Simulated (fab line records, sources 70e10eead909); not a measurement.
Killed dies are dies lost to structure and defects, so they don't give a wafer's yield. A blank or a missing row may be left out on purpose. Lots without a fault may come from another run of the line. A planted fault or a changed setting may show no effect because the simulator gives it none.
Which tool did it? | flow nand_harc | 14 lots, 41 wafers sampled, at 4 steps of a route of 1302

WHAT THE GAUGES READ, wafer by wafer
The record holds no reading of a measuring or inspecting step that can be judged against a usual standard deviation.

WHICH TOOL RAN EACH LOT (tool, then ch and the chambers of the sampled wafers, then the start)
lot  | NHARC_A_STAIRCASE_TRIM_220         | NHARC_A_STAIRCASE_ETCH_221     | NHARC_A_STAIRCASE_ETCH_225     | NHARC_A_STAIRCASE_ETCH_227
L664 | rie_diel-02 ch 0,1, day 16 05:28   | rie_diel-02 ch 0,3, no start   | rie_diel-02 ch 0,2,3, no start | rie_diel-02 ch 2,3, no start
L667 | rie_diel-09 ch 0,1,2, day 17 22:22 | rie_diel-09 ch 0,3, no start   | rie_diel-09 ch 0,3, no start   | rie_diel-09 ch 0,1, no start
L669 | rie_diel-09 ch 1,2,3, day 18 05:08 | rie_diel-09 ch 1,3, no start   | rie_diel-09 ch 0,1,3, no start | rie_diel-09 ch 0,3, no start
L674 | rie_diel-02 ch 0,1,2, day 20 19:01 | rie_diel-02 ch 0,2,3, no start | rie_diel-02 ch 0,1,2, no start | rie_diel-02 ch 0,1,2, no start
L675 | rie_diel-02 ch 1,3, day 20 21:27   | rie_diel-02 ch 0,2, no start   | rie_diel-02 ch 1,2, no start   | rie_diel-02 ch 1,3, no start
L677 | rie_diel-05 ch 0,1,2, day 21 22:48 | rie_diel-05 ch 0,1,2, no start | rie_diel-05 ch 0,1,2, no start | rie_diel-05 ch 0,1,2, no start
L679 | rie_diel-02 ch 2,3, day 23 02:13   | rie_diel-02 ch 1,3, no start   | rie_diel-02 ch 0,2,3, no start | rie_diel-02 ch 1,2, no start
L680 | rie_diel-02 ch 2,3, day 23 05:44   | rie_diel-02 ch 1,2, no start   | rie_diel-02 ch 1,2, no start   | rie_diel-02 ch 0,1,3, no start
L681 | rie_diel-09 ch 0,1,3, day 23 05:53 | rie_diel-09 ch 0,1,2, no start | rie_diel-09 ch 2,3, no start   | rie_diel-09 ch 2,3, no start
L682 | rie_diel-09 ch 0,2,3, day 24 04:36 | rie_diel-09 ch 1,3, no start   | rie_diel-09 ch 1,2,3, no start | rie_diel-09 ch 2,3, no start
L683 | rie_diel-02 ch 0,1,2, day 24 23:09 | rie_diel-02 ch 0,1,2, no start | rie_diel-02 ch 1,2,3, no start | rie_diel-02 ch 1,2,3, no start
L685 | rie_diel-05 ch 1,2, day 25 00:05   | rie_diel-05 ch 1,2, no start   | rie_diel-05 ch 0,2,3, no start | rie_diel-05 ch 2,3, no start
L684 | rie_diel-02 ch 0,2,3, day 25 10:29 | rie_diel-02 ch 0,1,2, no start | rie_diel-02 ch 1,2,3, no start | rie_diel-02 ch 0,1,2, no start
L686 | rie_diel-05 ch 2,3, day 26 02:28   | rie_diel-05 ch 1,2,3, no start | rie_diel-05 ch 0,1,2, no start | rie_diel-05 ch 0,1, no start
- NHARC_A_STAIRCASE_TRIM_220: chemistry O2, time 211.2 s.
- NHARC_A_STAIRCASE_ETCH_221: etches the open film in C4F8/O2, target depth 100 nm, time 40.5 s.
- NHARC_A_STAIRCASE_ETCH_225: etches the open film in C4F8/O2, target depth 100 nm, time 40.5 s.
- NHARC_A_STAIRCASE_ETCH_227: etches the open film in C4F8/O2, target depth 100 nm, time 40.5 s.

WHAT THE TOOLS THEMSELVES READ (means of the sampled wafers that have a number; where no wafer has one, the mark that the record gives instead)
NHARC_A_STAIRCASE_TRIM_220.
lot  | tool        | drypump_motor_current_A (A) | oes_product_au (a.u.) | rf_vpp_V (V) | showerhead_plenum_p_Torr (Torr) | throttle_valve_pct (%)
L664 | rie_diel-02 | 6.1                         | 0.999                 | 57.2         | 3.41                            | 17.033
L667 | rie_diel-09 | 5.9                         | 0.998                 | 58.2         | 3.46                            | 17.038
L669 | rie_diel-09 | 5.4                         | 1.005                 | 58.0         | 3.52                            | 17.036
L674 | rie_diel-02 | 5.8                         | 0.877                 | 57.0         | 3.35                            | 17.051
L675 | rie_diel-02 | 5.9                         | 0.823                 | 57.7         | 3.59                            | 17.040
L677 | rie_diel-05 | 6.0                         | 1.007                 | 57.6         | 3.46                            | 17.033
L679 | rie_diel-02 | 5.4                         | 1.000                 | 57.6         | 3.44                            | 17.033
L680 | rie_diel-02 | 5.6                         | 0.991                 | 57.4         | 3.59                            | 17.039
L681 | rie_diel-09 | 5.5                         | 1.001                 | 58.4         | 3.47                            | 17.029
L682 | rie_diel-09 | 5.8                         | 0.994                 | 57.7         | 3.50                            | 17.035
L683 | rie_diel-02 | 5.8                         | 0.997                 | 57.5         | 3.33                            | 17.042
L685 | rie_diel-05 | 6.1                         | 1.006                 | 58.3         | 3.60                            | 17.038
L684 | rie_diel-02 | 5.7                         | 1.009                 | 57.8         | 3.62                            | 17.043
L686 | rie_diel-05 | 5.9                         | 1.003                 | 57.9         | 3.63                            | 17.034

NHARC_A_STAIRCASE_ETCH_221.
lot  | tool        | bias_w (W) | oes_product_au (a.u.) | rf_vpp_V (V)
L664 | rie_diel-02 | 998        | 0.937                 | 894
L667 | rie_diel-09 | 998        | 0.957                 | 895
L669 | rie_diel-09 | 1003       | 0.931                 | 898
L674 | rie_diel-02 | 998        | 0.951                 | 893
L675 | rie_diel-02 | 1002       | 0.954                 | 888
L677 | rie_diel-05 | 1003       | 0.934                 | 894
L679 | rie_diel-02 | 1000       | 0.951                 | 899
L680 | rie_diel-02 | 998        | 0.920                 | 890
L681 | rie_diel-09 | 1000       | 0.951                 | 893
L682 | rie_diel-09 | 1001       | 0.927                 | 896
L683 | rie_diel-02 | 1000       | 0.952                 | 887
L685 | rie_diel-05 | 1002       | 0.946                 | 893
L684 | rie_diel-02 | 1000       | 0.943                 | 895
L686 | rie_diel-05 | 1003       | 0.956                 | 897

NHARC_A_STAIRCASE_ETCH_225.
lot  | tool        | bias_w (W) | oes_product_au (a.u.) | rf_vpp_V (V)
L664 | rie_diel-02 | 999        | 0.939                 | 893
L667 | rie_diel-09 | 998        | 0.952                 | 896
L669 | rie_diel-09 | 1002       | 0.948                 | 895
L674 | rie_diel-02 | 1000       | 0.943                 | 889
L675 | rie_diel-02 | 1001       | 0.943                 | 889
L677 | rie_diel-05 | 997        | 0.932                 | 893
L679 | rie_diel-02 | 1001       | 0.942                 | 892
L680 | rie_diel-02 | 1000       | 0.956                 | 888
L681 | rie_diel-09 | 997        | 0.943                 | 897
L682 | rie_diel-09 | 1001       | 0.941                 | 894
L683 | rie_diel-02 | 999        | 0.950                 | 895
L685 | rie_diel-05 | 1003       | 0.956                 | 896
L684 | rie_diel-02 | 1000       | 0.927                 | 900
L686 | rie_diel-05 | 999        | 0.942                 | 893

NHARC_A_STAIRCASE_ETCH_227.
lot  | tool        | bias_w (W) | oes_product_au (a.u.) | rf_vpp_V (V)
L664 | rie_diel-02 | 998.0      | 0.927                 | 899
L667 | rie_diel-09 | 1000.5     | 0.959                 | 892
L669 | rie_diel-09 | 1001.9     | 0.952                 | 895
L674 | rie_diel-02 | 999.3      | 0.947                 | 889
L675 | rie_diel-02 | 998.8      | 0.954                 | 898
L677 | rie_diel-05 | 1001.7     | 0.942                 | 894
L679 | rie_diel-02 | 997.1      | 0.944                 | 890
L680 | rie_diel-02 | 1001.6     | 0.937                 | 895
L681 | rie_diel-09 | 999.5      | 0.943                 | 897
L682 | rie_diel-09 | 1001.4     | 0.941                 | 896
L683 | rie_diel-02 | 1001.1     | 0.937                 | 894
L685 | rie_diel-05 | 999.7      | 0.953                 | 900
L684 | rie_diel-02 | 1001.1     | 0.936                 | 895
L686 | rie_diel-05 | 1000.8     | 0.934                 | 888

THE ANSWER, worked out from the rows above alone
Rule: what is usual is taken from the lots themselves. Put in order of their means at a reading, lots are off if they are a third of the lots or fewer, leave a main group of 4 or more, and stand apart from it by a gap of 3 or more times the standard deviation of the main group's means; of several such gaps the widest counts. A main group whose means are all the same, to the digits that the tables above print for the reading, isn't used. A lot without any number at a reading at which 4 lots or more have one is off too. The other lots that the step has rows for count as sound. The gauges are gone through in route order, then the tools' own readings, and for those a lot's mean is taken as printed above. The first step at which some lot is off is used, and at that step the reading that is off furthest; a lot without a number counts as furthest.
Off: L674, L675, at NHARC_A_STAIRCASE_TRIM_220 (oes_product_au). The main group: mean 1.001 a.u., standard deviation 0.0052.
A tool fits if, at that step or a process step before it, it ran every lot that is off, and no sound lot after the first of them. None of those tried fits.

WHAT THE SIMULATOR HAD PUT IN
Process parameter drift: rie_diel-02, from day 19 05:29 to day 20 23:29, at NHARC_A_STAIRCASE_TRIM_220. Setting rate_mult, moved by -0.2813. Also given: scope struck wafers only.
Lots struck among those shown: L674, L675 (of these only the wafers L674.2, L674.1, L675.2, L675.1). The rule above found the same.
